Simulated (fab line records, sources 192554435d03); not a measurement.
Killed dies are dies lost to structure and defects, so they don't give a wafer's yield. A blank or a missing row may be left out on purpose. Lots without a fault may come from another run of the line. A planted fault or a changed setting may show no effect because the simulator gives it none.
One fault seen from 2 desks | flow n5_finfet | each desk has only its own numbers; what lay behind them comes last

THE METROLOGY DESK
What the gauges read, lot by lot, whatever tool the lot ran on: means of the sampled wafers that have a number. A lot is out of limits, marked OUT, if its mean lies more than 4 standard deviations from the usual mean; the brackets give that distance. Of its 12 readings 7 are shown: the one that was out of limits first, and those that lie furthest out on some lot.
Columns: A = DIBL_N at N5_BEOL_M4_RC_MEAS_101, usual 36.3 mV/V; B = IOFF_P at N5_BEOL_M4_RC_MEAS_101, usual 0.22 nA/um; C = ION_N at N5_BEOL_M4_RC_MEAS_101, usual 677 uA/um; D = ION_P at N5_BEOL_M4_RC_MEAS_101, usual 466 uA/um; E = VT_N at N5_BEOL_M4_RC_MEAS_101, usual 249 mV; F = cd_nm at N5_BEOL_M9_CD_MEAS_35, usual 69.9 nm; G = M10_ILD_THK at N5_BEOL_M10_THK_MEAS_01, usual 267 nm
lot  | first seen here | A    | B    | C   | D   | E   | F    | G
L246 | day 10 01:01    | 36.5 | 0.30 | 695 | 482 | 244 | 70.0 | 267
L244 | day 10 15:43    | 38.2 | 0.24 | 694 | 465 | 247 | 71.2 | 269
L248 | day 10 18:19    | 34.4 | 0.21 | 667 | 464 | 251 | 70.3 | 269
L249 | day 10 20:47    | 39.1 | 0.22 | 677 | 464 | 250 | 70.1 | 268
L256 | day 12 18:16    | 35.7 | 0.21 | 678 | 474 | 249 | 70.2 | 308 (+12) OUT
L258 | day 12 20:28    | 37.8 | 0.22 | 677 | 466 | 248 | 68.1 | 296 (+8.8) OUT
L259 | day 13 12:53    | 35.0 | 0.22 | 677 | 470 | 250 | 70.2 | 350 (+25) OUT
L260 | day 13 19:41    | 32.8 | 0.16 | 654 | 455 | 255 | 69.6 | 265
L262 | day 14 01:23    | 35.5 | 0.23 | 680 | 468 | 248 | 69.5 | 268
This desk's finding: out of limits on L256, L258, L259; first on L256, day 15 00:41 (M10_ILD_THK at N5_BEOL_M10_THK_MEAS_01). In limits: L246, L244, L248, L249, L260, L262.

THE TOOL OWNER'S DESK: pecvd-04
The tool's own readings at N5_BEOL_M10_ILD_DEP_00 (deposits SiCOH lowk from DEMS/porogen, target thk 308.51 nm, time 58 s): means of the sampled wafers that have a number, for each lot that ran on this tool. A lot is out of limits, marked OUT, if its mean lies more than 4 standard deviations from the usual mean; the brackets give that distance.
Columns: A = chamber_pressure_Torr at N5_BEOL_M10_ILD_DEP_00, usual 4.998 Torr; B = heater_power_w at N5_BEOL_M10_ILD_DEP_00, usual 318 W; C = rf_fwd_power_W at N5_BEOL_M10_ILD_DEP_00, usual 495.8 W; D = run_length_s at N5_BEOL_M10_ILD_DEP_00, usual 100.9 s; E = showerhead_plenum_p_Torr at N5_BEOL_M10_ILD_DEP_00, usual 5.739 Torr; F = throttle_valve_pct at N5_BEOL_M10_ILD_DEP_00, usual 13.8 %
lot  | first seen here | A     | B   | C     | D                | E     | F
L246 | day 11 23:02    | 5.003 | 331 | 496.4 | 100.8            | 5.731 | 14.2
L244 | day 12 15:37    | 4.995 | 296 | 497.3 | 100.5            | 5.738 | 14.1
L249 | day 12 18:16    | 5.003 | 282 | 494.5 | 100.2            | 5.732 | 14.0
L256 | day 15 00:05    | 4.998 | 280 | 494.9 | 109.1 (+12) OUT  | 5.726 | 14.1
L258 | day 15 02:48    | 4.997 | 315 | 494.9 | 106.3 (+8.1) OUT | 5.726 | 14.4
L259 | day 15 14:19    | 5.000 | 286 | 496.9 | 118.5 (+26) OUT  | 5.742 | 14.2
This desk's finding: out of limits on L256, L258, L259; first on L256, day 15 00:05 (run_length_s at N5_BEOL_M10_ILD_DEP_00). In limits: L246, L244, L249.

PUT TOGETHER
The tool owner's desk could have raised an alarm at day 15 00:05, on L256, L258, L259.
The metrology desk could have raised an alarm at day 15 00:41, on L256, L258, L259.
Of the lots named, all ran N5_BEOL_M10_ILD_DEP_00 on pecvd-04.

WHAT THE SIMULATOR HAD PUT IN
Process parameter drift: pecvd-04, from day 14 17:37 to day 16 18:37, at N5_BEOL_M10_ILD_DEP_00. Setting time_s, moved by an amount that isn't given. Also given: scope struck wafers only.
Lots struck among those shown: L256, L258, L259.
Hours from the fault's start to each desk's first reading out of limits: the tool owner's desk, 6; the metrology desk, 7.
